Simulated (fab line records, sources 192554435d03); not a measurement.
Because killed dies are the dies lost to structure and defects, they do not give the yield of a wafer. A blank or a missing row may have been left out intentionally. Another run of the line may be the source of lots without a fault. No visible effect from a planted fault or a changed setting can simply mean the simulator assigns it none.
Which tool is to blame?    flow n5_finfet    22 lots with 66 wafers sampled at 6 steps, on a route of 1938 steps

== WHAT EACH GAUGE READ, for each wafer ==
Not one reading of a measure or inspect step in the record can be checked against a usual standard deviation.

== WHAT TOOL EACH LOT RAN ON (gives the tool, then ch and the chambers of the sampled wafers, and finally the start) ==
lot   N5_BEOL_M0_CUTY_ETCH_63             N5_BEOL_M0_STRIP_140                N5_BEOL_M0_ETCH_109                 N5_BEOL_M0_DEGAS_112          N5_BEOL_M0_SPUTTER_116        N5_BEOL_M0_CMP_120
L074  rie_diel-05 ch 0,2,3, day 5 20:04   rie_diel-03 ch 0,1,2, day 5 21:40   rie_diel-05 ch 1,3, day 5 22:14     pvd_sputter-02, day 5 22:50   pvd_sputter-02, day 5 23:22   cmp-02 ch 0,2, day 6 00:36
L075  rie_diel-05 ch 0,1, day 6 04:52     rie_diel-03 ch 0,3, day 6 05:17     rie_diel-05 ch 0,1,3, day 6 05:43   pvd_sputter-03, day 6 05:55   pvd_sputter-03, day 6 06:49   cmp-02 ch 0,3, day 6 07:40
L076  rie_diel-06 ch 1,2, day 6 06:17     rie_diel-05 ch 1,2,3, day 6 07:38   rie_diel-06 ch 0,1,3, day 6 08:02   pvd_sputter-02, day 6 11:04   pvd_sputter-03, day 6 12:31   cmp-01 ch 0,1,3, day 6 13:27
L077  rie_diel-03 ch 2,3, day 7 06:34     rie_diel-05 ch 0,2,3, day 7 07:04   rie_diel-06 ch 0,1,2, day 7 07:50   pvd_sputter-02, day 7 08:52   pvd_sputter-01, day 7 09:38   cmp-02 ch 0,3, day 7 10:47
L078  rie_diel-06 ch 0,1,2, day 7 07:12   rie_diel-06 ch 2,3, day 7 08:49     rie_diel-06 ch 0,1,3, day 7 09:24   pvd_sputter-01, day 7 10:04   pvd_sputter-02, day 7 10:56   cmp-02 ch 0,2,3, day 7 12:20
L079  rie_diel-06 ch 1,2,3, day 7 08:00   rie_diel-05 ch 0,1,2, day 7 08:47   rie_diel-06 ch 1,2, day 7 09:14     pvd_sputter-02, day 7 09:39   pvd_sputter-02, day 7 10:25   cmp-02 ch 0,3, day 7 12:07
L081  rie_diel-05 ch 0,3, day 7 15:54     rie_diel-06 ch 0,1,3, day 7 16:43   rie_diel-06 ch 0,1,3, day 7 17:18   pvd_sputter-02, day 7 18:00   pvd_sputter-01, day 7 18:45   cmp-01 ch 0,1, day 7 19:46
L082  rie_diel-06 ch 1,3, day 7 16:51     rie_diel-03 ch 1,2,3, day 7 17:17   rie_diel-03 ch 0,1,2, day 7 17:41   pvd_sputter-02, day 7 18:14   pvd_sputter-02, day 7 18:53   cmp-03 ch 1,2,3, day 7 20:06
L083  rie_diel-06 ch 0,1, day 8 00:32     rie_diel-06 ch 0,1, day 8 01:29     rie_diel-06 ch 0,1, day 8 02:49     pvd_sputter-03, day 8 03:30   pvd_sputter-02, day 8 05:25   cmp-03 ch 0,1,3, day 8 06:16
L084  rie_diel-06 ch 0,1,3, day 8 05:16   rie_diel-05 ch 1,3, day 8 06:03     rie_diel-03 ch 0,2,3, day 8 06:33   pvd_sputter-02, day 8 06:52   pvd_sputter-03, day 8 07:33   cmp-01 ch 0,1,2, day 8 08:26
L085  rie_diel-06 ch 0,2,3, day 8 16:07   rie_diel-06 ch 0,1,2, day 8 17:11   rie_diel-03 ch 1,2,3, day 8 18:17   pvd_sputter-02, day 8 18:34   pvd_sputter-02, day 8 19:20   cmp-03 ch 0,1,3, day 8 20:25
L086  rie_diel-06 ch 0,2,3, day 8 18:51   rie_diel-05 ch 0,1,3, day 8 19:41   rie_diel-03 ch 0,1,3, day 8 20:06   pvd_sputter-01, day 8 20:39   pvd_sputter-03, day 8 21:10   cmp-01 ch 0,1,3, day 8 22:09
L087  rie_diel-03 ch 0,1,3, day 9 04:42   rie_diel-05 ch 0,2,3, day 9 05:11   rie_diel-05 ch 0,2,3, day 9 05:36   pvd_sputter-01, day 9 06:18   pvd_sputter-02, day 9 06:52   cmp-01 ch 0,1,3, day 9 08:07
L088  rie_diel-03 ch 0,2,3, day 9 07:09   rie_diel-03 ch 0,1,3, day 9 10:36   rie_diel-06 ch 1,3, day 9 11:05     pvd_sputter-01, day 9 11:34   pvd_sputter-02, day 9 12:24   cmp-02 ch 0,1,3, day 9 14:15
L089  rie_diel-06 ch 0,3, day 9 12:24     rie_diel-06 ch 2,3, day 9 12:52     rie_diel-03 ch 0,3, day 9 13:31     pvd_sputter-01, day 9 14:09   pvd_sputter-02, day 9 16:34   cmp-01 ch 0,1,2, day 9 17:30
L090  rie_diel-05 ch 0,1,3, day 9 17:54   rie_diel-05 ch 0,2,3, day 9 18:32   rie_diel-05 ch 0,1,2, day 9 18:58   pvd_sputter-02, day 9 19:14   pvd_sputter-03, day 9 23:34   cmp-01 ch 0,2,3, day 10 01:43
L091  rie_diel-03 ch 0,1,2, day 9 21:45   rie_diel-06 ch 0,2,3, day 9 23:35   rie_diel-03 ch 0,1,2, day 9 23:59   pvd_sputter-02, day 10 00:39  pvd_sputter-03, day 10 01:55  cmp-02 ch 1,3, day 10 03:11
L092  rie_diel-06 ch 1,2,3, day 10 07:31  rie_diel-06 ch 1,2,3, day 10 08:40  rie_diel-03 ch 1,3, day 10 09:20    pvd_sputter-03, day 10 11:04  pvd_sputter-02, day 10 11:47  cmp-03 ch 0,1,3, day 10 12:38
L093  rie_diel-05 ch 0,1, day 10 13:34    rie_diel-03 ch 1,2,3, day 10 15:41  rie_diel-03 ch 0,3, day 10 16:18    pvd_sputter-02, day 10 16:49  pvd_sputter-03, day 10 18:52  cmp-03 ch 0,1, day 10 19:46
L095  rie_diel-06 ch 1,2, day 10 23:59    rie_diel-03 ch 1,2,3, day 11 00:52  rie_diel-06 ch 1,2,3, day 11 01:17  pvd_sputter-01, day 11 01:40  pvd_sputter-02, day 11 02:40  cmp-03 ch 1,3, day 11 03:34
L096  rie_diel-06 ch 0,2,3, day 11 05:41  rie_diel-05 ch 0,1,2, day 11 06:10  rie_diel-05 ch 1,2,3, day 11 06:34  pvd_sputter-03, day 11 07:12  pvd_sputter-03, day 11 07:43  cmp-01 ch 0,1, day 11 08:34
L097  rie_diel-06 ch 0,2, day 11 10:14    rie_diel-06 ch 1,2, day 11 10:47    rie_diel-05 ch 0,1,2, day 11 11:37  pvd_sputter-02, day 11 12:07  pvd_sputter-01, day 11 14:01  cmp-02 ch 0,2, day 11 14:55
- N5_BEOL_M0_CUTY_ETCH_63: etches SOC in N2/H2, target depth 82.7 nm, overetch 16.5 nm, time 124 s.
- N5_BEOL_M0_STRIP_140: strips in CF4.
- N5_BEOL_M0_ETCH_109: etches SiCN in CH3F/O2, target depth 8 nm, overetch 2.4 nm, time 27.4 s.
- N5_BEOL_M0_DEGAS_112: time 60 s.
- N5_BEOL_M0_SPUTTER_116: material Cu, target thk 4 nm, time 7.37 s.
- N5_BEOL_M0_CMP_120: polishes, stops on SiOC, t overpolish 6.9 s.

== AS READ BY THE TOOLS THEMSELVES (means over the sampled wafers that have a number; for cases with no such wafer, the mark the record gives instead) ==
N5_BEOL_M0_CUTY_ETCH_63.
lot   tool         drypump_motor_current_A (A)  n2_flow_sccm (sccm)  oes_product_au (a.u.)  rf_vpp_V (V)  showerhead_plenum_p_Torr (Torr)  throttle_valve_pct (%)
L074  rie_diel-05  5.5                          200.3                0.59                   524.0         2.55                             17.82
L075  rie_diel-05  5.4                          199.8                0.61                   523.0         2.53                             17.85
L076  rie_diel-06  5.5                          199.9                0.62                   522.6         2.50                             17.52
L077  rie_diel-03  6.0                          199.6                0.65                   521.1         2.46                             17.86
L078  rie_diel-06  5.4                          199.9                0.59                   523.5         2.52                             17.76
L079  rie_diel-06  5.8                          200.0                0.60                   520.7         2.45                             17.65
L081  rie_diel-05  5.5                          200.0                0.64                   522.9         2.51                             17.82
L082  rie_diel-06  6.1                          199.9                0.61                   522.2         2.45                             17.60
L083  rie_diel-06  5.1                          200.4                0.60                   525.5         2.59                             17.82
L084  rie_diel-06  5.6                          200.5                0.60                   522.3         2.52                             17.72
L085  rie_diel-06  5.7                          200.5                0.66                   524.6         2.58                             17.75
L086  rie_diel-06  5.7                          200.1                0.65                   524.7         2.58                             17.75
L087  rie_diel-03  5.7                          200.3                0.71                   523.2         2.51                             17.76
L088  rie_diel-03  5.9                          200.6                0.65                   521.3         2.46                             17.79
L089  rie_diel-06  5.5                          199.8                0.57                   523.3         2.54                             17.95
L090  rie_diel-05  5.4                          200.2                0.63                   523.4         2.51                             17.88
L091  rie_diel-03  5.9                          199.3                0.67                   522.6         2.49                             17.86
L092  rie_diel-06  5.8                          200.2                0.65                   523.7         2.55                             17.58
L093  rie_diel-05  5.4                          199.6                0.58                   523.9         2.52                             17.92
L095  rie_diel-06  5.6                          200.3                0.70                   526.7         2.65                             17.50
L096  rie_diel-06  5.7                          199.5                0.71                   525.1         2.57                             17.65
L097  rie_diel-06  5.4                          199.7                0.76                   527.2         2.67                             17.56

N5_BEOL_M0_STRIP_140.
lot   tool         cf4_flow_sccm (sccm)  drypump_motor_current_A (A)  oes_product_au (a.u.)  rf_vpp_V (V)  showerhead_plenum_p_Torr (Torr)  throttle_valve_pct (%)
L074  rie_diel-03  149.9                 5.9                          0.74                   270.5         1.77                             13.70
L075  rie_diel-03  150.3                 5.9                          0.84                   270.3         1.75                             13.48
L076  rie_diel-05  149.8                 5.3                          0.71                   271.0         1.80                             13.65
L077  rie_diel-05  150.2                 5.5                          0.80                   270.9         1.80                             13.50
L078  rie_diel-06  150.2                 6.1                          0.70                   269.0         1.71                             13.65
L079  rie_diel-05  150.0                 5.5                          0.72                   270.9         1.80                             13.54
L081  rie_diel-06  150.4                 5.6                          0.73                   270.6         1.78                             13.58
L082  rie_diel-03  149.9                 5.7                          0.87                   270.0         1.77                             13.48
L083  rie_diel-06  149.4                 5.3                          0.74                   271.3         1.81                             13.50
L084  rie_diel-05  150.3                 5.2                          0.77                   270.8         1.77                             13.59
L085  rie_diel-06  150.0                 5.3                          0.81                   271.2         1.85                             13.49
L086  rie_diel-05  150.3                 5.4                          0.76                   271.2         1.77                             13.61
L087  rie_diel-05  150.1                 5.5                          0.77                   269.6         1.80                             13.52
L088  rie_diel-03  149.8                 5.7                          0.85                   270.8         1.77                             13.52
L089  rie_diel-06  149.6                 5.9                          0.86                   271.2         1.84                             13.40
L090  rie_diel-05  149.8                 5.5                          0.77                   271.2         1.80                             13.53
L091  rie_diel-06  149.9                 5.7                          0.77                   272.4         1.81                             13.61
L092  rie_diel-06  150.3                 5.8                          0.79                   270.5         1.80                             13.44
L093  rie_diel-03  149.8                 5.7                          0.82                   271.3         1.76                             13.56
L095  rie_diel-03  150.1                 5.7                          0.81                   270.8         1.76                             13.55
L096  rie_diel-05  150.0                 5.5                          0.70                   271.2         1.79                             13.61
L097  rie_diel-06  150.1                 5.5                          0.84                   272.7         1.87                             13.36

N5_BEOL_M0_ETCH_109.
lot   tool         drypump_motor_current_A (A)  oes_product_au (a.u.)  rf_vpp_V (V)  showerhead_plenum_p_Torr (Torr)  throttle_valve_pct (%)
L074  rie_diel-05  5.2                          0.60                   297.5         1.98                             16.60
L075  rie_diel-05  5.4                          0.61                   297.0         1.98                             16.48
L076  rie_diel-06  5.6                          0.64                   296.6         1.99                             16.26
L077  rie_diel-06  5.3                          0.63                   296.9         1.98                             16.30
L078  rie_diel-06  5.6                          0.63                   296.4         1.99                             16.27
L079  rie_diel-06  5.6                          0.62                   295.1         1.92                             16.26
L081  rie_diel-06  5.6                          0.63                   297.9         1.99                             16.29
L082  rie_diel-03  5.9                          0.73                   296.5         1.96                             16.30
L083  rie_diel-06  5.2                          0.62                   297.9         2.04                             16.36
L084  rie_diel-03  6.0                          0.69                   296.6         1.93                             16.30
L085  rie_diel-03  5.7                          0.72                   297.0         1.97                             16.27
L086  rie_diel-03  5.7                          0.74                   296.8         1.98                             16.26
L087  rie_diel-05  5.5                          0.68                   297.6         2.01                             16.28
L088  rie_diel-06  5.7                          0.65                   297.1         1.96                             16.15
L089  rie_diel-03  5.9                          0.71                   296.0         1.94                             16.33
L090  rie_diel-05  5.5                          0.62                   298.0         2.01                             16.31
L091  rie_diel-03  5.9                          0.69                   295.3         1.96                             16.34
L092  rie_diel-03  5.5                          0.74                   297.4         1.98                             16.23
L093  rie_diel-03  5.9                          0.70                   296.0         1.94                             16.34
L095  rie_diel-06  5.8                          0.68                   297.5         2.00                             16.15
L096  rie_diel-05  5.3                          0.65                   298.1         2.00                             16.32
L097  rie_diel-05  5.5                          0.60                   297.7         2.01                             16.34

N5_BEOL_M0_DEGAS_112.
lot   tool            heater_power_w (W)
L074  pvd_sputter-02  385
L075  pvd_sputter-03  341
L076  pvd_sputter-02  360
L077  pvd_sputter-02  343
L078  pvd_sputter-01  373
L079  pvd_sputter-02  375
L081  pvd_sputter-02  414
L082  pvd_sputter-02  353
L083  pvd_sputter-03  323
L084  pvd_sputter-02  381
L085  pvd_sputter-02  398
L086  pvd_sputter-01  370
L087  pvd_sputter-01  393
L088  pvd_sputter-01  397
L089  pvd_sputter-01  376
L090  pvd_sputter-02  377
L091  pvd_sputter-02  344
L092  pvd_sputter-03  365
L093  pvd_sputter-02  349
L095  pvd_sputter-01  391
L096  pvd_sputter-03  323
L097  pvd_sputter-02  377

N5_BEOL_M0_SPUTTER_116.
lot   tool            chuck_gas_flow_sccm (sccm)  throttle_valve_pct (%)
L074  pvd_sputter-02  1.26                        30.3
L075  pvd_sputter-03  1.29                        29.9
L076  pvd_sputter-03  1.24                        30.5
L077  pvd_sputter-01  1.26                        30.8
L078  pvd_sputter-02  1.21                        30.6
L079  pvd_sputter-02  1.24                        29.9
L081  pvd_sputter-01  1.29                        30.4
L082  pvd_sputter-02  1.25                        30.2
L083  pvd_sputter-02  1.25                        30.2
L084  pvd_sputter-03  1.35                        30.0
L085  pvd_sputter-02  1.26                        30.2
L086  pvd_sputter-03  1.24                        29.7
L087  pvd_sputter-02  1.22                        30.0
L088  pvd_sputter-02  1.25                        30.1
L089  pvd_sputter-02  1.26                        30.2
L090  pvd_sputter-03  1.24                        29.8
L091  pvd_sputter-03  1.29                        30.3
L092  pvd_sputter-02  1.25                        30.2
L093  pvd_sputter-03  1.24                        29.3
L095  pvd_sputter-02  1.22                        31.0
L096  pvd_sputter-03  1.25                        29.3
L097  pvd_sputter-01  1.29                        30.6

N5_BEOL_M0_CMP_120.
lot   tool    barrier_field_endpoint_s (s)  head_pressure_psi (psi)  motor_current_A (A)  overpolish_run_s (s)  time_to_endpoint_s (s)
L074  cmp-02  3.42                          0.9980                   6.3                  6.897                 60
L075  cmp-02  3.41                          1.0014                   6.2                  6.903                 61
L076  cmp-01  3.70                          1.0009                   6.4                  6.905                 62
L077  cmp-02  3.53                          0.9993                   5.9                  6.904                 61
L078  cmp-02  3.67                          1.0010                   5.8                  6.899                 60
L079  cmp-02  3.58                          1.0006                   6.0                  6.895                 62
L081  cmp-01  3.58                          1.0004                   6.0                  6.897                 62
L082  cmp-03  3.71                          0.9997                   5.5                  6.897                 71
L083  cmp-03  3.64                          0.9991                   5.4                  6.900                 65
L084  cmp-01  3.62                          0.9993                   5.7                  6.900                 61
L085  cmp-03  3.72                          0.9986                   5.4                  6.899                 65
L086  cmp-01  3.70                          1.0010                   6.3                  6.907                 64
L087  cmp-01  3.71                          0.9984                   6.4                  6.908                 62
L088  cmp-02  3.64                          0.9983                   6.1                  6.895                 60
L089  cmp-01  3.64                          1.0014                   5.8                  6.896                 64
L090  cmp-01  3.75                          0.9993                   6.3                  6.902                 60
L091  cmp-02  3.77                          0.9987                   6.1                  6.899                 62
L092  cmp-03  3.69                          0.9984                   5.5                  6.894                 62
L093  cmp-03  3.69                          0.9981                   5.2                  6.895                 67
L095  cmp-03  3.50                          1.0001                   5.9                  6.909                 61
L096  cmp-01  3.55                          1.0019                   5.5                  6.908                 60
L097  cmp-02  3.58                          1.0022                   6.1                  6.905                 60

== THE ANSWER, worked out from the rows above alone ==
Rule: what is usual is taken from the lots themselves. Put in order of their means at a reading, lots are off if they are a third of the lots or fewer, leave a main group of 4 or more, and stand apart from it by a gap of 3 or more times the standard deviation of the main group's means; of several such gaps the widest counts. A main group whose means are all the same, to the digits that the tables above print for the reading, isn't used. A lot without any number at a reading at which 4 lots or more have one is off too. The other lots that the step has rows for count as sound. Order of review: gauges by route order, followed by the tools' own readings, for which a lot's mean as printed above is used. The first step at which some lot is off is used, and at that step the reading that is off furthest; a lot without a number counts as furthest.
Nothing can be told from this: no lot is off at any reading shown.

== WHAT THE SIMULATOR PUT IN ==
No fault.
